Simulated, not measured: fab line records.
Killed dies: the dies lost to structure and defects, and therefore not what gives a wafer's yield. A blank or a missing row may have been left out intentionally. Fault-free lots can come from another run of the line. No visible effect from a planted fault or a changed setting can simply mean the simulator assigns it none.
Matching of chambers / flow n5_finfet / N5_BEOL_M2_VIA_ETCH_34 on rie_diel-04 has 4 sister chambers
The step etches the open film in C4F6/O2, target depth 69.4 nm, time 65.9 s. 8 wafers are shown with their chamber, then 8 later ones without.

## WAFERS PAIRED WITH THEIR CHAMBERS
wafer=L084.2; chamber=0; drypump_motor_current_A (A)=4.9; showerhead_plenum_p_Torr (Torr)=2.78
wafer=L084.3; chamber=1; drypump_motor_current_A (A)=5.8; showerhead_plenum_p_Torr (Torr)=2.92
wafer=L088.1; chamber=2; drypump_motor_current_A (A)=6.3; showerhead_plenum_p_Torr (Torr)=2.99
wafer=L088.2; chamber=1; drypump_motor_current_A (A)=5.8; showerhead_plenum_p_Torr (Torr)=2.92
wafer=L090.1; chamber=0; drypump_motor_current_A (A)=5.0; showerhead_plenum_p_Torr (Torr)=2.77
wafer=L090.2; chamber=3; drypump_motor_current_A (A)=6.3; showerhead_plenum_p_Torr (Torr)=2.85
wafer=L090.3; chamber=2; drypump_motor_current_A (A)=6.3; showerhead_plenum_p_Torr (Torr)=2.98
wafer=L091.1; chamber=3; drypump_motor_current_A (A)=6.3; showerhead_plenum_p_Torr (Torr)=2.85

## WAFERS WITHOUT THEIR CHAMBER
wafer=L091.3; drypump_motor_current_A (A)=6.2; showerhead_plenum_p_Torr (Torr)=2.98
wafer=L091.6; drypump_motor_current_A (A)=6.3; showerhead_plenum_p_Torr (Torr)=2.85
wafer=L092.1; drypump_motor_current_A (A)=5.0; showerhead_plenum_p_Torr (Torr)=2.77
wafer=L092.4; drypump_motor_current_A (A)=6.2; showerhead_plenum_p_Torr (Torr)=2.98
wafer=L092.6; drypump_motor_current_A (A)=6.3; showerhead_plenum_p_Torr (Torr)=2.85
wafer=L093.3; drypump_motor_current_A (A)=5.0; showerhead_plenum_p_Torr (Torr)=2.77
wafer=L093.4; drypump_motor_current_A (A)=6.3; showerhead_plenum_p_Torr (Torr)=2.98
wafer=L093.5; drypump_motor_current_A (A)=6.3; showerhead_plenum_p_Torr (Torr)=2.85

## EACH ONE'S CHAMBER
wafer=L091.3; from the rows above=2; in truth=2
wafer=L091.6; from the rows above=3; in truth=3
wafer=L092.1; from the rows above=0; in truth=0
wafer=L092.4; from the rows above=2; in truth=2
wafer=L092.6; from the rows above=3; in truth=3
wafer=L093.3; from the rows above=0; in truth=0
wafer=L093.4; from the rows above=2; in truth=2
wafer=L093.5; from the rows above=3; in truth=3
8 of 8 placed correctly. From these rows, 0 cannot be placed. Number placed wrongly: 0.
How it was worked out, from the rows above alone: a wafer's distance from a chamber is the root of the sum, over the readings, of the square of ((its reading less the chamber's mean) divided by the reading's scatter). The wafer belongs to the nearest chamber; if the next one is less than 2 further off, it can't be placed. Each chamber's mean is taken over the wafers shown for it. The scatter is the square root of a quotient: the sum, over the shown wafers, of each reading's squared deviation from its chamber's mean, divided by wafers minus chambers.
